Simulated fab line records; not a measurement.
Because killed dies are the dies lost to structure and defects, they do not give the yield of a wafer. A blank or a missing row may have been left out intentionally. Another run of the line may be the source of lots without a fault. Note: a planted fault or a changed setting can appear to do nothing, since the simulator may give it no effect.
fab line records	flow n5-finfet	part 1 of 2: steps 1 to 27 of 33
record: lots: 5	wafers: 15	last-day: 19
route steps=1938 shown BEOL_M1@831 BEOL_M2@841
lots that met no fault: taken from a fault-free run of the same line
start-h: hours from the record's first day to the start of the lot's first wafer shown	wait-h: hours from the lot's prior step to this one	" identical to the entry in the row above	L1.1+2: one row covering several wafers at once	- value missing, or start not given	* or withheld: withheld	< > ~ a bound
route shown NAME@n: NAME is a module with steps in the file, n the number in the route of the first one	usual: mean/standard deviation taken from wafers without a fault	same: alike in all rows	chamber/n: place in a boat	sites: per-site readings	_std_site: their standard deviation	_edge_site: the outer-site mean with the inner-site mean subtracted	radius-mm: for every site, how far away it sits from the centre of the wafer	mask NAME#n: copy n	behind: the tool/chamber that last shaped the wafer	hold: the reason the lot was held/the length of the hold in hours/how it ended	device: names the non-switching transistor (n, p or np)	end of line: the tests these same wafers got at the end of their route	where a step has no rows: the recipe by itself	killed: dies that structure and defects cost at the first sort, which is not the same as the wafer's yield	map: the dies of a wafer, with x for killed, . for not killed, _ for no die there
set.NAME: the setting as run; set.NAME@STEP: as run at that earlier step	model.NAME: the simulator's own value behind a step, which no gauge read
lots at selected steps of the route; one table per step, one row per wafer
services: a tool's chamber out of use, with start hour (start-h, from the record's first day; less than 0 if before it), hours out, and reason
== steps ==
step: N5_BEOL_M1_ECD_50
recipe: material: Cu	target-thk-a: 3000
lot.wafer	tool	chamber	start-h	wait-h
L075.1+4+6	ecd-cu-01	1	147.23	0.1
L085.1+4+5	ecd-cu-02	1,0,0	199.45	0.1
L088.1+3+4	ecd-cu-02	1,1,0	217.47	0.1
L089.1+3+6	ecd-cu-02	0,1,0	231.81	0.1
L095.2+3+6	ecd-cu-02	0,1,0	274.81	0.1
step: N5_BEOL_M1_ANNEAL_51
recipe: temp-c: 225	time-s: 90	ambient: N2
usual: wafer_temp_C_max: 226.08/0.3
lot.wafer	tool	chamber	start-h	wait-h	wafer_temp_C_max
L075.1	rtp-anneal-01	0	147.41	0.2	225.58
L075.4	"	0	"	"	225.68
L075.6	"	0	"	"	225.83
L085.1	rtp-anneal-02	0	200.62	1.1	226.40
L085.4	"	0	"	"	225.81
L085.5	"	0	"	"	226.33
L088.1	rtp-anneal-02	0	218.65	1.2	226.71
L088.3	"	0	"	"	226.39
L088.4	"	0	"	"	226.12
L089.1	rtp-anneal-02	0	234.46	2.6	225.86
L089.3	"	0	"	"	226.02
L089.6	"	0	"	"	225.76
L095.2	rtp-anneal-01	0	274.98	0.2	226.01
L095.3	"	0	"	"	225.84
L095.6	"	0	"	"	226.14
step: N5_BEOL_M1_CMP_52
recipe: stop-on: SiOC	t-overpolish-s: 6.8	down-force-psi: 1	platen-rpm: 50	clearing-platen-down-force-psi: 1.5	clearing-platen-rpm: 50	post-cmp-clean: cu-alkaline	target-thk-nm: 40	clearing-platen-pad-velocity-m-s: 0.99484	pad-velocity-m-s: 0.99484
usual: barrier-field-endpoint-s: 24.6/0.72	edge-zone-pressure-frac: 0.999/0.0056	head-pressure-psi: 1.0000/0.002	motor-current-A: 6.0/0.8	overpolish-run-s: 6.801/0.0099	platen-rpm: 50.00/0.033	time-to-endpoint-s: 61/3.4
same: t-overpolish-s: 6.8
lot.wafer	tool	chamber	start-h	wait-h	barrier-field-endpoint-s	edge-zone-pressure-frac	head-pressure-psi	motor-current-A	overpolish-run-s	platen-rpm	time-to-endpoint-s
L075.4	cmp-02	1	147.74	0.2	24.3	0.998	0.9985	4.8	6.789	50.01	63
L075.1	"	3	"	"	24.4	1.000	1.0009	6.3	6.789	49.98	63
L075.6	"	1	"	"	24.8	0.993	0.9994	5.2	6.793	50.01	65
L085.4	cmp-02	0	200.96	0.2	25.2	1.003	0.9991	6.6	6.778	49.99	66
L085.1	"	2	"	"	24.3	1.000	1.0010	5.9	6.792	50.01	62
L085.5	"	0	"	"	25.1	0.991	1.0002	6.5	6.789	49.99	64
L088.3	cmp-03	0	218.98	0.2	23.6	0.994	1.0015	8.2	6.796	49.98	56
L088.1	"	1	"	"	23.8	1.001	0.9984	6.0	6.794	50.04	55
L088.4	"	2	"	"	24.0	0.999	1.0005	6.2	6.799	50.01	57
L089.1	cmp-03	0	234.77	0.3	23.9	0.999	0.9929	7.8	6.809	49.97	59
L089.3	"	3	"	"	23.9	1.009	1.0007	4.8	6.808	50.00	62
L089.6	"	0	"	"	24.2	1.001	0.9985	7.8	6.783	49.96	62
L095.2	cmp-03	3	275.27	0.2	25.1	0.996	1.0005	5.0	6.795	50.08	64
L095.3	"	0	"	"	24.5	1.002	1.0027	7.6	6.802	50.06	59
L095.6	"	2	"	"	25.0	0.983	1.0008	6.1	6.810	50.00	61
step: N5_BEOL_M1_THK_MEAS_53
recipe: thk-meas-gauge: xrf	reads: Cu_of_BEOL_M1_ECD_50
usual: M1_THK: 39.1/1.7
lot.wafer	tool	chamber	start-h	wait-h	M1_THK[nm]
L075.1	film-metro-02	-	148.00	-	39.4
L075.4	"	-	"	"	43.7
L075.6	"	-	"	"	41.5
L085.1	film-metro-02	-	201.22	-	38.5
L085.4	"	-	"	"	40.8
L085.5	"	-	"	"	38.7
L088.1	film-metro-02	-	219.24	-	38.8
L088.3	"	-	"	"	39.0
L088.4	"	-	"	"	40.1
L089.1	film-metro-01	-	235.06	-	39.8
L089.3	"	-	"	"	38.1
L089.6	"	-	"	"	39.8
L095.2	film-metro-01	-	275.52	-	38.0
L095.3	"	-	"	"	38.3
L095.6	"	-	"	"	39.1
step: N5_BEOL_M1_PRE_CLEAN_60
recipe: gas: NH3/H2	time-s: 15	temp-c: *	rf-power-w: 300
usual: heater-power-w: 86/13
lot.wafer	tool	chamber	start-h	wait-h	heater-power-w
L075.1	cvd-co-01	1	148.04	0.0	82
L075.4	"	0	"	"	111
L075.6	"	0	"	"	106
L085.1	cvd-co-02	2	201.25	0.0	64
L085.4	"	0	"	"	82
L085.5	"	2	"	"	67
L088.1	cvd-co-01	1	219.28	0.0	82
L088.3	"	0	"	"	109
L088.4	"	0	"	"	109
L089.1	cvd-co-02	0	235.10	0.0	82
L089.3	"	1	"	"	87
L089.6	"	2	"	"	67
L095.2	cvd-co-01	1	275.56	0.0	81
L095.3	"	0	"	"	110
L095.6	"	2	"	"	81
step: N5_BEOL_M1_CO_CAP_55
recipe: material: Co	target-thk-a: 20	temp-c: 200	precursor: CCTBA/H2	pressure-torr: 30	time-s: 102.1
usual: heater-power-w: 237/17
lot.wafer	tool	chamber	start-h	wait-h	heater-power-w
L075.1	cvd-co-01	1	148.10	0.0	233
L075.4	"	0	"	"	267
L075.6	"	0	"	"	265
L085.1	cvd-co-02	2	201.29	0.0	219
L085.4	"	0	"	"	227
L085.5	"	2	"	"	215
L088.1	cvd-co-01	1	219.32	0.0	225
L088.3	"	0	"	"	266
L088.4	"	0	"	"	264
L089.1	cvd-co-02	0	235.14	0.0	228
L089.3	"	1	"	"	238
L089.6	"	2	"	"	213
L095.2	cvd-co-01	1	275.60	0.0	237
L095.3	"	0	"	"	268
L095.6	"	2	"	"	223
step: N5_BEOL_M1_PRE_CLEAN_56
recipe: gas: NH3	time-s: 15	temp-c: withheld	rf-power-w: 300
lot.wafer	tool	chamber	start-h	wait-h
L075.1+4+6	pecvd-01	2,0,1	148.22	0.1
L085.1+4+5	pecvd-01	1,1,0	201.38	0.1
L088.1+3+4	pecvd-02	2,1,2	219.41	0.1
L089.1+3+6	pecvd-01	1,2,2	235.23	0.1
L095.2+3+6	pecvd-01	0,1,0	275.69	0.1
step: N5_BEOL_M1_DEP_57
recipe: material: SiCN	target-thk-a: 80	temp-c: withheld	precursor: 3MS/NH3	pressure-torr: 3	rf-w: 202	time-s: 14
usual: showerhead-plenum-p-Torr: 3.662/0.01	throttle-valve-pct: 8.9/0.51
lot.wafer	tool	chamber	start-h	wait-h	showerhead-plenum-p-Torr	throttle-valve-pct
L075.1	pecvd-01	2	148.25	0.0	3.673	8.6
L075.4	"	0	"	"	3.655	8.5
L075.6	"	1	"	"	3.662	9.0
L085.1	pecvd-01	1	201.41	0.0	3.666	9.1
L085.4	"	1	"	"	3.664	9.1
L085.5	"	0	"	"	3.668	8.6
L088.1	pecvd-02	2	219.43	0.0	3.655	8.3
L088.3	"	1	"	"	3.665	8.7
L088.4	"	2	"	"	3.650	8.3
L089.1	pecvd-01	1	235.26	0.0	3.655	9.3
L089.3	"	2	"	"	3.676	8.5
L089.6	"	2	"	"	3.666	8.7
L095.2	pecvd-01	0	275.72	0.0	3.657	8.6
L095.3	"	1	"	"	3.672	9.2
L095.6	"	0	"	"	3.660	8.7
step: N5_BEOL_M1_RS_MEAS_58
recipe: thk-meas-gauge: four-point-probe	reads: Co_of_BEOL_M1_CO_CAP_55+Cu_of_BEOL_M1_ECD_50+Co_of_BEOL_M1_CVD_47+TaN_of_BEOL_M1_ALD_84
usual: M1_RS: 0.68/0.037
lot.wafer	tool	chamber	start-h	wait-h	M1_RS[ohm/sq]
L075.1	film-metro-02	-	148.32	0.0	0.68
L075.4	"	-	"	"	0.60
L075.6	"	-	"	"	0.64
L085.1	film-metro-02	-	201.48	0.0	0.69
L085.4	"	-	"	"	0.64
L085.5	"	-	"	"	0.69
L088.1	film-metro-01	-	219.50	0.0	0.69
L088.3	"	-	"	"	0.69
L088.4	"	-	"	"	0.66
L089.1	film-metro-02	-	235.32	0.0	0.67
L089.3	"	-	"	"	0.71
L089.6	"	-	"	"	0.67
L095.2	film-metro-01	-	275.78	0.1	0.70
L095.3	"	-	"	"	0.69
L095.6	"	-	"	"	0.67
step: N5_BEOL_M1_INSPECT_59
recipe: inspect-instrument: darkfield	mode: post-dep
usual: raw-defect-count: 68/22
lot.wafer	tool	chamber	start-h	wait-h	raw-defect-count
L075.1	defect-inspect-01	-	148.34	0.0	66
L075.4	"	-	"	"	86
L075.6	"	-	"	"	83
L085.1	defect-inspect-01	-	201.50	0.0	53
L085.4	"	-	"	"	59
L085.5	"	-	"	"	36
L088.1	defect-inspect-01	-	219.52	0.0	45
L088.3	"	-	"	"	60
L088.4	"	-	"	"	44
L089.1	defect-inspect-01	-	235.35	0.0	53
L089.3	"	-	"	"	41
L089.6	"	-	"	"	50
L095.2	defect-inspect-02	-	275.81	0.0	107
L095.3	"	-	"	"	133
L095.6	"	-	"	"	97
step: N5_BEOL_M2_ILD_DEP_00
recipe: material: SiOC	target-thk-a: 790	temp-c: 350	precursor: DEMS/O2	pressure-torr: 5	rf-w: 500	time-s: 15.3
usual: heater-power-w: 443/48	showerhead-plenum-p-Torr: 5.698/0.012	throttle-valve-pct: 12.0/0.58
lot.wafer	tool	chamber	start-h	wait-h	heater-power-w	showerhead-plenum-p-Torr	throttle-valve-pct
L075.1	pecvd-03	1	148.38	0.0	437	5.696	12.0
L075.4	"	0	"	"	554	5.688	13.1
L075.6	"	1	"	"	442	5.710	11.8
L085.1	pecvd-03	0	201.54	0.0	488	5.703	13.0
L085.4	"	1	"	"	377	5.708	11.8
L085.5	"	2	"	"	426	5.706	12.0
L088.1	pecvd-04	1	219.56	0.0	494	5.697	12.5
L088.3	"	2	"	"	441	5.706	12.0
L088.4	"	0	"	"	411	5.679	12.1
L089.1	pecvd-03	0	235.39	0.0	539	5.710	13.0
L089.3	"	1	"	"	411	5.707	12.1
L089.6	"	0	"	"	534	5.723	12.9
L095.2	pecvd-03	2	275.85	0.0	427	5.684	10.9
L095.3	"	1	"	"	445	5.700	12.0
L095.6	"	1	"	"	433	5.709	11.8
step: N5_BEOL_M2_THK_MEAS_01
recipe: reads: SiOC_of_BEOL_M2_ILD_DEP_00
usual: M2_ILD_THK: 79.1/1.1
lot.wafer	tool	chamber	start-h	wait-h	M2_ILD_THK[nm]
L075.1	film-metro-02	-	148.45	0.0	79.8
L075.4	"	-	"	"	81.0
L075.6	"	-	"	"	81.7
L085.1	film-metro-01	-	201.61	0.0	78.3
L085.4	"	-	"	"	79.9
L085.5	"	-	"	"	79.9
L088.1	film-metro-02	-	219.63	0.0	78.8
L088.3	"	-	"	"	77.3
L088.4	"	-	"	"	78.3
L089.1	film-metro-01	-	235.45	0.0	78.2
L089.3	"	-	"	"	78.3
L089.6	"	-	"	"	77.8
L095.2	film-metro-01	-	275.91	0.1	77.4
L095.3	"	-	"	"	78.1
L095.6	"	-	"	"	79.7
step: N5_BEOL_M2_PECVD_72
recipe: material: SiO2	target-thk-a: 160	temp-c: 400	precursor: TEOS/O2	pressure-torr: 5.5	rf-w: 450	teos-flow-sccm: 53.8	gas: O2	flow-sccm: 3000	time-s: 18
usual: heater-power-w: 657/69	showerhead-plenum-p-Torr: 8.80/0.056	throttle-valve-pct: 22.4/1
lot.wafer	tool	chamber	start-h	wait-h	heater-power-w	showerhead-plenum-p-Torr	throttle-valve-pct
L075.1	pecvd-04	1	148.48	0.0	658	8.85	23.3
L075.4	"	0	"	"	666	8.69	22.5
L075.6	"	2	"	"	595	8.83	22.0
L085.1	pecvd-03	1	201.64	0.0	682	8.80	22.1
L085.4	"	0	"	"	768	8.82	24.2
L085.5	"	1	"	"	689	8.80	22.2
L088.1	pecvd-03	0	219.67	0.0	745	8.83	24.3
L088.3	"	1	"	"	690	8.85	22.1
L088.4	"	0	"	"	748	8.83	24.4
L089.1	pecvd-04	1	235.49	0.0	726	8.86	23.2
L089.3	"	0	"	"	638	8.70	22.4
L089.6	"	2	"	"	602	8.85	22.2
L095.2	pecvd-01	0	275.95	0.0	750	8.78	21.0
L095.3	"	2	"	"	608	8.84	20.8
L095.6	"	1	"	"	648	8.76	23.1
step: N5_BEOL_M2_HM_DEP_02
recipe: material: TiN	target-thk-a: 200	temp-c: 25	chamber-pressure-pa: 0.49996
usual: throttle-valve-pct: 30.6/1
lot.wafer	tool	chamber	start-h	wait-h	throttle-valve-pct
L075.1	pvd-sputter-02	-	150.44	1.9	32.6
L075.4	"	-	"	"	30.3
L075.6	"	-	"	"	32.3
L085.1	pvd-sputter-01	-	202.44	0.8	30.8
L085.4	"	-	"	"	29.7
L085.5	"	-	"	"	32.4
L088.1	pvd-sputter-01	-	220.70	1.0	29.9
L088.3	"	-	"	"	30.7
L088.4	"	-	"	"	30.5
L089.1	pvd-sputter-02	-	236.48	1.0	31.4
L089.3	"	-	"	"	30.0
L089.6	"	-	"	"	30.3
L095.2	pvd-sputter-01	-	276.78	0.8	32.3
L095.3	"	-	"	"	30.5
L095.6	"	-	"	"	31.9
step: N5_BEOL_M2_COAT_61
recipe: resist: SOC	temp-c: 250	time-s: 60	spin-rpm: 1500	resist-thk-nm: 60
lot.wafer	tool	chamber	start-h	wait-h
L075.1+4+6	litho-track-04	0	150.56	0.1
L085.1+4+5	litho-track-01	0	202.57	0.1
L088.1+3+4	litho-track-03	0	220.82	0.1
L089.1+3+6	litho-track-01	0	236.60	0.1
L095.2+3+6	litho-track-01	0	276.91	0.1
step: N5_BEOL_M2_COAT_62
recipe: resist: SiARC	temp-c: 220	time-s: 60	spin-rpm: 1500	resist-thk-nm: 12
lot.wafer	tool	chamber	start-h	wait-h
L075.1+4+6	litho-track-04	0	-	-
L085.1+4+5	litho-track-01	0	-	-
L088.1+3+4	litho-track-03	0	-	-
L089.1+3+6	litho-track-01	0	-	-
L095.2+3+6	litho-track-01	0	-	-
step: N5_BEOL_M2_COAT_73
recipe: resist: underlayer	temp-c: 205	time-s: 60	spin-rpm: 1500	resist-thk-nm: 5
lot.wafer	tool	chamber	start-h	wait-h
L075.1+4+6	litho-track-04	0	-	-
L085.1+4+5	litho-track-01	0	-	-
L088.1+3+4	litho-track-03	0	-	-
L089.1+3+6	litho-track-01	0	-	-
L095.2+3+6	litho-track-01	0	-	-
step: N5_BEOL_M2_COAT_05
recipe: resist: CAR-EUV	spin-rpm: 1500	resist-thk-nm: 30
lot.wafer	tool	chamber	start-h	wait-h
L075.1+4+6	litho-track-04	0	-	-
L085.1+4+5	litho-track-01	0	-	-
L088.1+3+4	litho-track-03	0	-	-
L089.1+3+6	litho-track-01	0	-	-
L095.2+3+6	litho-track-01	0	-	-
step: N5_BEOL_M2_EBR_07
recipe: solvent: PGMEA	ebr-width-mm: 1.5
same: ebr-width-mm: 1.5
lot.wafer	tool	chamber	start-h	wait-h
L075.1+4+6	litho-track-04	0	-	-
L085.1+4+5	litho-track-01	0	-	-
L088.1+3+4	litho-track-03	0	-	-
L089.1+3+6	litho-track-01	0	-	-
L095.2+3+6	litho-track-01	0	-	-
step: N5_BEOL_M2_SOFTBAKE_06
recipe: temp-c: 110	time-s: 60	resist: CAR-EUV
lot.wafer	tool	chamber	start-h	wait-h
L075.1+4+6	litho-track-04	0	-	-
L085.1+4+5	litho-track-01	0	-	-
L088.1+3+4	litho-track-03	0	-	-
L089.1+3+6	litho-track-01	0	-	-
L095.2+3+6	litho-track-01	0	-	-
step: N5_BEOL_M2_EXPOSE_08
recipe: mask-id: M2	na: 0.33	source-shape: dipole	sigma-inner: 0.369	sigma-outer: 0.767	polarization: unpolarized	dose-mj: 41.25
same: dipole-opening-deg: 79.7	na: 0.33	sigma-outer: 0.767
lot.wafer	tool	chamber	start-h	wait-h	mask
L075.1+4+6	euv-scanner-01	0	150.82	-	M2#0
L085.1+4+5	euv-scanner-01	0	202.71	-	M2#0
L088.1+3+4	euv-scanner-02	0	221.08	-	M2#0
L089.1+3+6	euv-scanner-02	0	236.87	-	M2#0
L095.2+3+6	euv-scanner-02	0	277.05	-	M2#0
step: N5_BEOL_M2_PEB_09
recipe: peb-temp-c: 100	peb-time-s: 60	resist: CAR-EUV
lot.wafer	tool	chamber	start-h	wait-h
L075.1+4+6	litho-track-01	0	150.89	0.1
L085.1+4+5	litho-track-04	0	202.77	0.1
L088.1+3+4	litho-track-03	0	221.15	0.1
L089.1+3+6	litho-track-01	0	236.93	0.1
L095.2+3+6	litho-track-04	0	277.11	0.1
step: N5_BEOL_M2_DEVELOP_10
recipe: develop-time-s: 30	developer: TMAH	resist: CAR-EUV	rinse-liquid: surfactant-rinse	dry: air-spin	dev-temp-c: 23
lot.wafer	tool	chamber	start-h	wait-h
L075.1+4+6	litho-track-01	0	-	-
L085.1+4+5	litho-track-04	0	-	-
L088.1+3+4	litho-track-03	0	-	-
L089.1+3+6	litho-track-01	0	-	-
L095.2+3+6	litho-track-04	0	-	-
step: N5_BEOL_M2_CD_MEAS_11
recipe: target-cd-nm: 16.79	landing-energy-ev: 500	detector: se-inlens	polarity: opening
usual: cd-nm: 16.84/0.25
lot.wafer	tool	chamber	start-h	wait-h	cd-nm
L075.1	cd-sem-01	0	150.96	-	16.48
L075.4	"	0	"	"	16.63
L075.6	"	0	"	"	16.60
L085.1	cd-sem-03	0	202.84	-	16.72
L085.4	"	0	"	"	16.70
L085.5	"	0	"	"	16.78
L088.1	cd-sem-02	0	221.22	-	17.34
L088.3	"	0	"	"	17.02
L088.4	"	0	"	"	17.02
L089.1	cd-sem-01	0	237.00	-	16.64
L089.3	"	0	"	"	17.21
L089.6	"	0	"	"	16.82
L095.2	cd-sem-01	0	277.18	-	16.89
L095.3	"	0	"	"	16.64
L095.6	"	0	"	"	16.76
step: N5_BEOL_M2_OVL_MEAS_12
recipe: points-per-wafer: 522
usual: M2_OVL: 0.5/0.67
same: points-per-wafer: 522
lot.wafer	tool	chamber	start-h	wait-h	M2_OVL[nm]
L075.1	overlay-01	0	150.99	0.0	0.6
L075.4	"	0	"	"	-0.6
L075.6	"	0	"	"	-1.0
L085.1	overlay-02	0	202.87	0.0	1.0
L085.4	"	0	"	"	1.8
L085.5	"	0	"	"	1.0
L088.1	overlay-02	0	221.25	0.0	0.6
L088.3	"	0	"	"	1.5
L088.4	"	0	"	"	0.4
L089.1	overlay-01	0	237.03	0.0	-0.3
L089.3	"	0	"	"	0.2
L089.6	"	0	"	"	-0.4
L095.2	overlay-02	0	277.22	0.0	1.0
L095.3	"	0	"	"	0.7
L095.6	"	0	"	"	1.0
step: N5_BEOL_M2_INSPECT_13
recipe: mode: adi	inspect-instrument: brightfield
usual: raw-defect-count: 393/86
lot.wafer	tool	chamber	start-h	wait-h	raw-defect-count
L075.1	defect-inspect-01	-	151.04	0.1	488
L075.4	"	-	"	"	487
L075.6	"	-	"	"	536
L085.1	defect-inspect-02	-	202.93	0.1	294
L085.4	"	-	"	"	489
L085.5	"	-	"	"	335
L088.1	defect-inspect-02	-	221.30	0.1	275
L088.3	"	-	"	"	269
L088.4	"	-	"	"	279
L089.1	defect-inspect-01	-	237.09	0.1	352
L089.3	"	-	"	"	285
L089.6	"	-	"	"	305
L095.2	defect-inspect-02	-	277.27	0.0	457
L095.3	"	-	"	"	432
L095.6	"	-	"	"	492
step: N5_BEOL_M2_DESCUM_16
recipe: chemistry: O2	time-s: 7	source-power-w: 50	bias-power-w: 20	pressure-mtorr: 20	rf-frequency-hz: 2.712e+07	temp-c: 40	resist: CAR-EUV	o2-flow-sccm: 225
usual: drypump-motor-current-A: 5.73/0.26	oes-product-au: 0.83/0.087	rf-vpp-V: 243.4/1.2	showerhead-plenum-p-Torr: 2.11/0.067	throttle-valve-pct: 20.26/0.3
lot.wafer	tool	chamber	start-h	wait-h	drypump-motor-current-A	oes-product-au	rf-hours-counter-h	rf-vpp-V	showerhead-plenum-p-Torr	throttle-valve-pct
L075.1	rie-diel-04	3	151.08	0.0	6.00	0.89	35	245.2	2.23	20.42
L075.4	"	2	"	"	5.43	0.69	-	243.0	1.98	20.91
L075.6	"	3	"	"	6.01	0.89	-	243.6	2.23	20.41
L085.1	rie-diel-06	1	203.13	0.2	5.59	0.82	87	242.1	2.04	20.22
L085.4	"	2	"	"	5.75	0.86	49	243.6	2.21	19.99
L085.5	"	0	"	"	5.55	0.84	-	245.5	2.21	20.43
L088.1	rie-diel-05	1	221.34	0.0	5.81	0.88	31	243.8	2.12	19.82
L088.3	"	0	"	"	5.61	0.76	132	243.4	2.12	20.26
L088.4	"	2	"	"	6.15	0.82	88	244.4	2.09	20.51
L089.1	rie-diel-06	3	237.12	0.0	5.27	0.96	11	244.6	2.12	19.74
L089.3	"	2	"	"	5.75	0.86	57	244.2	2.21	20.00
L089.6	"	3	"	"	5.28	0.95	-	244.9	2.12	19.75
L095.2	rie-diel-04	0	277.30	0.0	5.46	0.92	9	242.7	2.06	20.07
L095.3	"	3	"	"	6.02	0.83	79	244.6	2.22	20.49
L095.6	"	1	"	"	6.00	0.89	-	242.9	2.12	20.26
